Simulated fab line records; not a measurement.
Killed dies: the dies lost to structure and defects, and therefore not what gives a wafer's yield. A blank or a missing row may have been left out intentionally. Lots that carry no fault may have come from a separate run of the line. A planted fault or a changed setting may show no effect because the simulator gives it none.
fab line records	flow n5_finfet
record: lots: 15	wafers: 45	last_day: 18
route steps=1938 shown MIM_TOP_ETCH@1852 MIM_BOT_LITHO@1863 MIM_BOT_ETCH@1869 TV_LITHO@1879
lots that met no fault: from a run of the same line without faults
start_h: hours from the record's opening day to when the first of the lot's shown wafers began	wait_h: how many hours have passed since the lot's step before this one	" same as the row above	L1.1+2: a single row standing in for several wafers	- no value present, or no start provided	* or withheld: withheld	< > ~ a bound
route shown NAME@n: a module of which the file shows steps, and the number in the route of the first	usual: mean and standard deviation over wafers with no fault	same: alike in all rows	chamber/n: place in a boat	sites: per-site readings	_std_site: standard deviation across them	_edge_site: outer sites' mean less inner sites'	radius_mm: for every site, how far away it sits from the centre of the wafer	mask NAME#n: copy n	behind: the last tool/chamber to shape the wafer	hold: cause of the lot's hold/its duration in hours/its outcome	device: the transistor (n, p or np) that didn't switch	end of line: the same wafers' tests at the end of the route	a step with no rows: only its recipe	killed: the dies lost at the first sort to structure and to defects; this is not the yield of the wafer	map: per-die view of a wafer (x killed, . not killed, _ where there is no die)
set.NAME: the setting the step ran with; set.NAME@STEP: the setting that earlier step ran with	model.NAME: the simulator's own value behind a step, which no gauge read
a sample of lots followed through the steps of the route, with each step as a table and each wafer as a row
services: when a tool's chamber went out of use (start_h, in hours from the record's first day, below 0 if earlier), for how many hours, and the reason
== steps ==
step: N5_MIM_TOP_ETCH_STRIP_01
recipe: chemistry: O2	power_w: 600	temp_c: 60	pressure_mtorr: 30	rf_frequency_hz: 6e+07	bias_power_w: 0	overash_fraction: 0.5	o2_flow_sccm: 225
usual: drypump_motor_current_A: 5.6/0.36	oes_product_au: 0.80/0.077	rf_vpp_V: 3.4/1.2	showerhead_plenum_p_Torr: 2.11/0.083	throttle_valve_pct: 16.51/0.23
same: bias_power_w: 0
lot.wafer	tool	chamber	start_h	wait_h	drypump_motor_current_A	oes_product_au	rf_hours_counter_h	rf_vpp_V	showerhead_plenum_p_Torr	throttle_valve_pct
L119.1	rie_diel-06	3	262.31	0.1	5.3	0.82	88	4.3	2.21	16.68
L119.2	"	2	"	"	5.2	0.70	235	2.6	2.05	16.97
L119.3	"	1	"	"	5.9	0.84	64	4.5	2.10	16.07
L121.3	rie_diel-03	0	270.77	0.1	5.3	0.80	87	2.2	2.22	16.34
L121.4	"	2	"	"	5.2	0.74	191	2.7	1.98	16.28
L121.6	"	2	"	"	5.2	0.73	-	4.1	1.98	16.29
L122.3	rie_diel-03	0	272.25	0.1	5.2	0.79	87	3.2	2.22	16.35
L122.4	"	3	"	"	5.8	0.95	7	3.2	2.14	16.63
L122.6	"	1	"	"	6.0	0.79	-	2.2	2.19	16.20
L120.3	rie_diel-06	1	278.95	0.1	5.9	0.83	69	3.2	2.10	16.14
L120.4	"	0	"	"	5.8	0.86	67	5.4	2.03	16.67
L120.6	"	0	"	"	5.8	0.85	-	6.8	2.04	16.66
L123.2	rie_diel-06	0	283.30	0.1	5.8	0.88	69	2.8	2.03	16.69
L123.4	"	1	"	"	5.9	0.84	71	3.7	2.10	16.08
L123.5	"	0	"	"	5.8	0.86	-	2.9	2.03	16.67
L124.3	rie_diel-06	1	283.63	0.1	5.9	0.82	71	3.1	2.10	16.08
L124.4	"	2	"	"	5.2	0.70	242	5.5	2.05	16.97
L124.6	"	2	"	"	5.2	0.69	-	2.7	2.05	16.98
L126.1	rie_diel-06	0	296.32	0.1	5.7	0.85	74	2.4	2.03	16.67
L126.2	"	1	"	"	5.9	0.82	76	4.1	2.10	16.15
L126.5	"	0	"	"	5.8	0.84	-	1.6	2.03	16.70
L130.2	rie_diel-03	0	319.18	0.1	5.3	0.79	102	2.8	2.22	16.39
L130.4	"	2	"	"	5.2	0.74	205	4.5	1.98	16.31
L130.6	"	1	"	"	5.9	0.76	-	4.0	2.19	16.30
L133.2	rie_diel-03	2	336.51	0.1	5.2	0.72	211	2.9	1.98	16.30
L133.5	"	2	"	"	5.2	0.72	-	3.3	1.97	16.30
L133.6	"	1	"	"	6.0	0.74	-	3.3	2.18	16.31
L129.1	rie_diel-03	3	346.20	0.1	5.9	0.88	30	4.3	2.14	16.65
L129.5	"	3	"	"	5.9	0.89	-	4.1	2.13	16.63
L129.6	"	0	"	"	5.2	0.79	-	3.0	2.21	16.37
L135.2	rie_diel-01	3	346.38	0.1	6.3	0.83	98	4.4	2.02	16.50
L135.3	"	1	"	"	5.8	0.67	242	1.7	2.06	16.59
L135.4	"	0	"	"	5.2	0.67	229	5.9	2.14	16.70
L134.3	rie_diel-03	1	349.81	0.1	6.0	0.76	133	6.4	2.18	16.26
L134.4	"	0	"	"	5.3	0.79	112	3.0	2.21	16.39
L134.5	"	2	"	"	5.2	0.72	-	3.0	1.97	16.34
L137.2	rie_diel-03	1	377.29	0.2	6.0	0.74	142	4.0	2.18	16.27
L137.5	"	0	"	"	5.3	0.79	-	3.5	2.21	16.42
L137.6	"	3	"	"	5.9	0.88	-	3.9	2.13	16.64
L141.1	rie_diel-06	2	385.87	0.1	5.2	0.89	19	5.0	2.04	16.59
L141.2	"	3	"	"	5.3	0.74	128	2.6	2.19	16.75
L141.4	"	1	"	"	5.9	0.79	105	2.2	2.09	16.20
L142.4	rie_diel-06	1	412.67	0.1	5.9	0.80	113	2.5	2.09	16.16
L142.5	"	2	"	"	5.2	0.92	-	3.4	2.04	16.58
L142.6	"	1	"	"	5.9	0.79	-	2.3	2.09	16.22
step: N5_MIM_BOT_LITHO_OVL_MEAS_11
recipe: points_per_wafer: 44
usual: MIM_BOT_OVL: -1/5
same: points_per_wafer: 44
lot.wafer	tool	chamber	start_h	wait_h	MIM_BOT_OVL[nm]
L119.1	overlay-01	0	262.90	0.0	-9
L119.2	"	0	"	"	-4
L119.3	"	0	"	"	-4
L121.3	overlay-01	0	271.35	0.0	2
L121.4	"	0	"	"	1
L121.6	"	0	"	"	-4
L122.3	overlay-02	0	272.83	0.0	4
L122.4	"	0	"	"	-1
L122.6	"	0	"	"	0
L120.3	overlay-02	0	279.41	0.0	-6
L120.4	"	0	"	"	0
L120.6	"	0	"	"	0
L123.2	overlay-02	0	283.87	0.0	-7
L123.4	"	0	"	"	-1
L123.5	"	0	"	"	3
L124.3	overlay-02	0	284.20	0.0	0
L124.4	"	0	"	"	-10
L124.6	"	0	"	"	2
L126.1	overlay-01	0	296.77	0.0	0
L126.2	"	0	"	"	-6
L126.5	"	0	"	"	8
L130.2	overlay-02	0	319.63	0.0	6
L130.4	"	0	"	"	2
L130.6	"	0	"	"	7
L133.2	overlay-02	0	336.96	0.0	-2
L133.5	"	0	"	"	1
L133.6	"	0	"	"	-2
L129.1	overlay-01	0	346.65	0.0	-2
L129.5	"	0	"	"	-4
L129.6	"	0	"	"	-2
L135.2	overlay-02	0	346.95	0.0	-6
L135.3	"	0	"	"	1
L135.4	"	0	"	"	-5
L134.3	overlay-01	0	350.38	0.0	6
L134.4	"	0	"	"	-3
L134.5	"	0	"	"	7
L137.2	overlay-01	0	377.87	0.0	-9
L137.5	"	0	"	"	-2
L137.6	"	0	"	"	-1
L141.1	overlay-01	0	386.33	0.0	1
L141.2	"	0	"	"	4
L141.4	"	0	"	"	-1
L142.4	overlay-01	0	413.24	0.0	5
L142.5	"	0	"	"	3
L142.6	"	0	"	"	1
step: N5_MIM_BOT_ETCH_STRIP_01
recipe: chemistry: O2	power_w: 600	temp_c: 60	pressure_mtorr: 30	rf_frequency_hz: 6e+07	bias_power_w: 0	overash_fraction: 0.5	o2_flow_sccm: 225
usual: drypump_motor_current_A: 5.4/0.39	oes_product_au: 0.79/0.091	rf_vpp_V: 3.7/1.3	showerhead_plenum_p_Torr: 2.09/0.089	throttle_valve_pct: 16.59/0.16
same: bias_power_w: 0
lot.wafer	tool	chamber	start_h	wait_h	drypump_motor_current_A	oes_product_au	rf_hours_counter_h	rf_vpp_V	showerhead_plenum_p_Torr	throttle_valve_pct
L119.1	rie_diel-05	1	263.56	0.2	5.5	0.73	216	4.9	1.97	16.71
L119.2	"	0	"	"	4.9	0.78	101	3.3	2.11	16.35
L119.3	"	2	"	"	5.9	0.70	225	3.7	2.17	16.76
L121.3	rie_diel-04	2	272.03	0.1	4.8	0.85	72	4.6	2.04	16.65
L121.4	"	1	"	"	5.3	0.69	243	5.4	2.14	16.89
L121.6	"	3	"	"	5.6	0.69	-	4.8	1.96	16.69
L122.3	rie_diel-04	1	273.40	0.2	5.3	0.70	244	4.0	2.14	16.89
L122.4	"	0	"	"	5.8	0.68	224	7.1	1.97	16.79
L122.6	"	3	"	"	5.6	0.69	-	4.9	1.97	16.65
L120.3	rie_diel-05	3	279.95	0.1	5.7	0.82	51	4.1	2.20	16.44
L120.4	"	2	"	"	5.9	0.69	232	4.3	2.17	16.76
L120.6	"	2	"	"	5.9	0.69	-	2.0	2.17	16.77
L123.2	rie_diel-05	0	284.45	0.1	4.9	0.74	108	5.5	2.11	16.36
L123.4	"	1	"	"	5.6	0.69	-	2.6	1.96	16.75
L123.5	"	0	"	"	5.0	0.75	-	4.8	2.11	16.33
L124.3	rie_diel-05	1	284.70	0.1	5.5	0.71	224	2.8	1.96	16.77
L124.4	"	1	"	"	5.5	0.71	-	4.5	1.96	16.72
L124.6	"	0	"	"	4.9	0.76	-	3.3	2.11	16.38
L126.1	rie_diel-05	3	297.22	0.1	5.7	0.83	58	2.4	2.20	16.45
L126.2	"	0	"	"	4.9	0.76	115	3.1	2.11	16.36
L126.5	"	3	"	"	5.7	0.83	-	4.5	2.20	16.48
L130.2	rie_diel-05	1	320.08	0.1	5.5	0.72	238	5.5	1.96	16.75
L130.4	"	0	"	"	4.9	0.75	124	5.4	2.10	16.40
L130.6	"	2	"	"	5.9	0.68	-	5.1	2.17	16.77
L133.2	rie_diel-02	0	337.40	0.1	5.7	0.66	259	6.4	1.97	16.78
L133.5	"	3	"	"	5.3	0.82	-	2.7	2.11	16.58
L133.6	"	1	"	"	4.9	0.79	-	1.4	2.13	16.53
L129.1	rie_diel-02	1	347.09	0.1	4.9	0.79	97	5.1	2.13	16.54
L129.5	"	1	"	"	4.9	0.78	-	6.6	2.13	16.53
L129.6	"	3	"	"	5.4	0.84	-	3.1	2.11	16.60
L135.2	rie_diel-05	1	347.47	0.1	5.5	0.69	248	3.0	1.96	16.79
L135.3	"	0	"	"	5.0	0.72	134	4.5	2.10	16.39
L135.4	"	1	"	"	5.5	0.68	-	3.2	1.96	16.75
L134.3	rie_diel-04	1	350.91	0.1	5.3	0.92	-	3.3	2.13	16.55
L134.4	"	2	"	"	4.8	0.79	-	3.3	2.04	16.74
L134.5	"	1	"	"	5.3	0.93	-	4.5	2.13	16.49
L137.2	rie_diel-04	1	378.31	0.1	5.3	0.90	30	3.5	2.13	16.55
L137.5	"	2	"	"	4.8	0.79	-	3.2	2.03	16.74
L137.6	"	0	"	"	5.9	0.96	-	3.4	2.22	16.32
L141.1	rie_diel-04	2	386.77	0.1	4.8	0.78	119	3.1	2.03	16.72
L141.2	"	3	"	"	5.6	0.98	2	3.0	2.22	16.29
L141.4	"	1	"	"	5.3	0.89	34	2.8	2.13	16.54
L142.4	rie_diel-04	0	414.18	0.4	5.9	0.91	25	2.6	2.21	16.36
L142.5	"	1	"	"	5.3	0.90	-	2.8	2.13	16.57
L142.6	"	2	"	"	4.8	0.78	-	2.4	2.03	16.71
step: N5_PASSIVATION_EXPOSE_07
recipe: mask_id: TV	na: 0.55	source_shape: conventional	sigma_outer: 0.8	polarization: unpolarized	defocus_nm: 0	target_cd_nm: 3000	dose_mj: 22.75
usual: exposure_dose_mJ_cm2: 22.751/0.021	focus_offset_nm: 0.0/0.49
lot.wafer	tool	chamber	start_h	wait_h	mask	exposure_dose_mJ_cm2	focus_offset_nm
L119.1	krf_scanner-02	0	264.40	-	TV#0	22.748	-0.1
L119.2	"	0	"	"	TV#0	22.754	0.1
L119.3	"	0	"	"	TV#0	22.764	-0.6
L121.3	krf_scanner-01	0	273.65	-	TV#0	22.736	0.4
L121.4	"	0	"	"	TV#0	22.760	0.0
L121.6	"	0	"	"	TV#0	22.740	-0.7
L122.3	krf_scanner-02	0	274.30	-	TV#0	22.756	0.0
L122.4	"	0	"	"	TV#0	22.779	0.3
L122.6	"	0	"	"	TV#0	22.762	0.2
L120.3	krf_scanner-02	0	280.80	-	TV#0	22.760	-0.1
L120.4	"	0	"	"	TV#0	22.756	-0.3
L120.6	"	0	"	"	TV#0	22.785	0.1
L123.2	krf_scanner-01	0	285.29	-	TV#0	22.822	-0.3
L123.4	"	0	"	"	TV#0	22.799	-0.6
L123.5	"	0	"	"	TV#0	22.761	-0.3
L124.3	krf_scanner-01	0	287.31	-	TV#0	22.755	0.5
L124.4	"	0	"	"	TV#0	22.761	0.3
L124.6	"	0	"	"	TV#0	22.770	-0.2
L126.1	krf_scanner-01	0	298.84	-	TV#0	22.774	1.1
L126.2	"	0	"	"	TV#0	22.748	0.7
L126.5	"	0	"	"	TV#0	22.753	1.3
L130.2	krf_scanner-02	0	322.19	-	TV#0	22.733	-0.5
L130.4	"	0	"	"	TV#0	22.720	0.2
L130.6	"	0	"	"	TV#0	22.741	0.0
L133.2	krf_scanner-01	0	339.41	-	TV#0	22.765	-0.8
L133.5	"	0	"	"	TV#0	22.705	-0.8
L133.6	"	0	"	"	TV#0	22.726	-0.7
L129.1	krf_scanner-01	-	351.97	-	TV#0	-	-
L129.5	"	-	"	"	TV#0	-	-
L129.6	"	-	"	"	TV#0	-	-
L134.3	krf_scanner-02	-	352.28	-	TV#0	-	-
L134.4	"	-	"	"	TV#0	-	-
L134.5	"	-	"	"	TV#0	-	-
L135.2	krf_scanner-01	-	353.82	-	TV#0	-	-
L135.3	"	-	"	"	TV#0	-	-
L135.4	"	-	"	"	TV#0	-	-
L137.2	krf_scanner-02	0	379.30	-	TV#0	22.766	0.0
L137.5	"	0	"	"	TV#0	22.739	0.7
L137.6	"	0	"	"	TV#0	22.731	0.3
L141.1	krf_scanner-01	0	388.08	-	TV#0	22.749	0.0
L141.2	"	0	"	"	TV#0	22.757	0.4
L141.4	"	0	"	"	TV#0	22.769	0.8
L142.4	krf_scanner-02	0	415.03	-	TV#0	22.755	-0.1
L142.5	"	0	"	"	TV#0	22.739	-0.4
L142.6	"	0	"	"	TV#0	22.750	-0.2
== services ==
tool	chamber	start_h	hours	kind
krf_scanner-01	-	245.40	1.0	pm
krf_scanner-01	-	248.59	0.8	pm
rie_diel-06	3	248.87	4.0	repair
rie_diel-05	1	253.43	2.5	repair
krf_scanner-01	-	261.91	1.4	repair
rie_diel-05	-	278.82	0.5	repair
rie_diel-05	2	282.21	3.3	repair
krf_scanner-02	-	284.84	0.9	repair
krf_scanner-01	-	318.72	4.4	pm
krf_scanner-02	-	330.99	1.6	repair
krf_scanner-01	-	333.66	1.3	pm
rie_diel-05	2	333.81	16.7	repair
krf_scanner-02	-	336.99	0.2	repair
krf_scanner-02	-	340.35	0.8	pm
krf_scanner-02	-	348.73	1.0	pm
krf_scanner-02	-	357.62	1.3	pm
rie_diel-06	-	363.32	2.8	pm
rie_diel-05	-	364.22	2.8	pm
rie_diel-03	-	366.81	2.8	pm
krf_scanner-02	-	367.74	4.5	repair
krf_scanner-02	-	397.95	0.4	repair
krf_scanner-02	-	402.14	0.3	repair
krf_scanner-02	-	406.75	0.6	repair
krf_scanner-01	-	414.40	1.0	pm
== key ==
first_sign: step: N5_PASSIVATION_EXPOSE_07	reading: tool_record	direction: missing
effect none on later readings
met_at N5_PASSIVATION_EXPOSE_07
struck_lots L129,L134,L135
later_rows_left_out L129.1,L129.5,L129.6,L134.3,L134.4,L134.5,L135.2,L135.3,L135.4
sort_left_out L129.1,L129.5,L129.6,L134.3,L134.4,L134.5,L135.2,L135.3,L135.4
not_acting_at N5_MIM_TOP_ETCH_STRIP_01,N5_MIM_BOT_LITHO_OVL_MEAS_11,N5_MIM_BOT_ETCH_STRIP_01
onset_between 339.41 351.97
fault: kind: skipped_step_whole	tool: krf_scanner-01,krf_scanner-02	chamber: -	onset_h: 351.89	steps: N5_PASSIVATION_EXPOSE_07	scope: struck_lots_only
sort_left_out: the simulated sort isn't trusted on such a fault, so these wafers' sort isn't shown, and their yield isn't known
later_rows_left_out: the simulator's readings of these wafers behind a module that went badly wrong aren't trusted and aren't shown, but for the sort
